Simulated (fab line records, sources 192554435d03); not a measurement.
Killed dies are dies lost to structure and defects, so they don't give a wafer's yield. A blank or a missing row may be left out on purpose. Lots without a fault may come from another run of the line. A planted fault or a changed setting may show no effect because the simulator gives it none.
A struck lot beside a sound one | flow n5_finfet | 22 steps out of a route of 1938
Sound: wafers L861.2, L861.4, L861.6. Struck: wafers L846.1, L846.4, L846.6. The cause comes at the end.
At each step with rows: each side's tool, then ch and its chambers, then its first start. Under that, the readings that differ: sound wafers | struck wafers | difference of the means | sigmas: that difference in standard deviations of wafers without a fault.
alike: readings whose means differ by less than 2 such deviations, and words and numbers that are the same on both sides. not compared: withheld readings, readings that some wafer has no value for, bounds like >300 that may hide the same value, and numbers for which the record gives no deviation and whose values overlap.
The two part at a step that has a row with sigmas, a row that says differs or no value, or rows on one side only. Numbers that don't overlap but have no deviation are shown without sigmas and don't part them. A reading that every wafer of one side lacks parts them only if that side has two wafers or more.

first, 9 steps without rows for these wafers: N5_BEOL_M0_SAQP_PECVD_00 (deposits SiCN from 3MS/NH3, target thk 8 nm, time 14 s); N5_BEOL_M0_SAQP_ILD_DEP_01 (deposits SiOC from DEMS/O2, target thk 45.419 nm, time 8.7 s); N5_BEOL_M0_SAQP_HM_DEP_02 (deposits TiN, target thk 12 nm); N5_BEOL_M0_SAQP_PECVD_03 (deposits SiCN from 3MS/NH3, target thk 12 nm, time 21.1 s); N5_BEOL_M0_SAQP_PECVD_96 (deposits a-Si from SiH4/He, target thk 45 nm, time 45.2 s); N5_BEOL_M0_SAQP_PECVD_97 (deposits SiNx from SiH4/NH3/N2, target thk 23 nm, time 19.9 s); N5_BEOL_M0_SAQP_PECVD_04 (deposits a-Si from SiH4/He, target thk 60 nm, time 60.2 s); N5_BEOL_M0_SAQP_HM_DEP_111 (deposits SiO2 from SiH4/N2O, target thk 12 nm, time 7.2 s); N5_BEOL_M0_SAQP_COAT_81 (time 60 s, resist thk 100 nm).
N5_BEOL_M0_SAQP_COAT_82: time 60 s, resist thk 30 nm.
  sound on litho_track-03 ch 0, day 11 13:58; struck on litho_track-03 ch 0, day 7 09:38
  reading                                         | sound                | struck               | difference | sigmas
  spin_speed_rpm (rpm)                            | 1501.2 1500.9 1500.7 | 1428.2 1425.8 1428.6 | -73.4      | -67
  model.SiARC_of_BEOL_M0_SAQP_COAT_82.thk_nm (nm) | 30 30 30             | 30.6 30.6 30.6       | +0.6       |
then, 7 steps without rows for these wafers: N5_BEOL_M0_SAQP_COAT_08 (resist thk 90 nm); N5_BEOL_M0_SAQP_EBR_10; N5_BEOL_M0_SAQP_SOFTBAKE_09 (time 60 s); N5_BEOL_M0_SAQP_EXPOSE_11 (exposes mask M0 CORE, target cd 42 nm); N5_BEOL_M0_SAQP_PEB_12 (peb time 60 s); N5_BEOL_M0_SAQP_DEVELOP_13 (develop time 30 s); N5_BEOL_M0_SAQP_DESCUM_19 (chemistry O2, time 7.9 s).
N5_BEOL_M0_SAQP_ETCH_83: etches SiARC in CF4, target depth 39 nm, time 65 s.
  sound on rie_diel-06 ch 0,1, day 11 14:19; struck on rie_diel-06 ch 0,3, day 7 11:02
  reading                  | sound             | struck           | difference | sigmas
  model.etch.depth_nm (nm) | 30.04 30.02 30.03 | 30.7 30.55 30.68 | +0.6       |
  alike: drypump_motor_current_A, etch_rf_on_time_s, oes_product_au, rf_vpp_V, showerhead_plenum_p_Torr, throttle_valve_pct
  not compared: rf_hours_counter_h, model.CAR-ArF_of_BEOL_M0_SAQP_COAT_08.thk_nm
N5_BEOL_M0_SAQP_ETCH_84: etches SOC in N2/H2, target depth 100 nm, overetch 20 nm, time 150 s.
  sound on rie_diel-06 ch 0,1, day 11 14:22; struck on rie_diel-06 ch 0,3, day 7 11:05
  alike: drypump_motor_current_A, oes_product_au, rf_vpp_V, showerhead_plenum_p_Torr, throttle_valve_pct
  not compared: rf_hours_counter_h, model.SiARC_of_BEOL_M0_SAQP_COAT_82.thk_nm
then, 1 step without rows for these wafers: N5_BEOL_M0_SAQP_STRIP_80 (strips in N2/H2).
-- the record jumps here: 3 days lie between the struck wafers' starts before and after (it left off in module BEOL_M0_SAQP and takes up again in module BEOL_M4, whose first step shown is number 1111 of the route) --
N5_BEOL_M4_RC_MEAS_101:
  sound on prober-02 ch 0, day 14 09:16; struck on prober-01 ch 0, day 10 15:28
  alike: DIBL_N, DIBL_P, IOFF_N, IOFF_P, ION_N, ION_P, SS_N, SS_P, VT_N, VT_P
then, 1 step without rows for these wafers: N5_PASSIVATION_PROBE_49.

WHERE THEY PART
Only at N5_BEOL_M0_SAQP_COAT_82, within this record. Later steps at which nothing parts them and some readings are alike: N5_BEOL_M0_SAQP_ETCH_83, N5_BEOL_M0_SAQP_ETCH_84, N5_BEOL_M4_RC_MEAS_101.

WHY: what the simulator had put in
Process parameter drift: litho_track-03, from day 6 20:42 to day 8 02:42, at N5_BEOL_M0_SAQP_COAT_82. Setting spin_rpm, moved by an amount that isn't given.
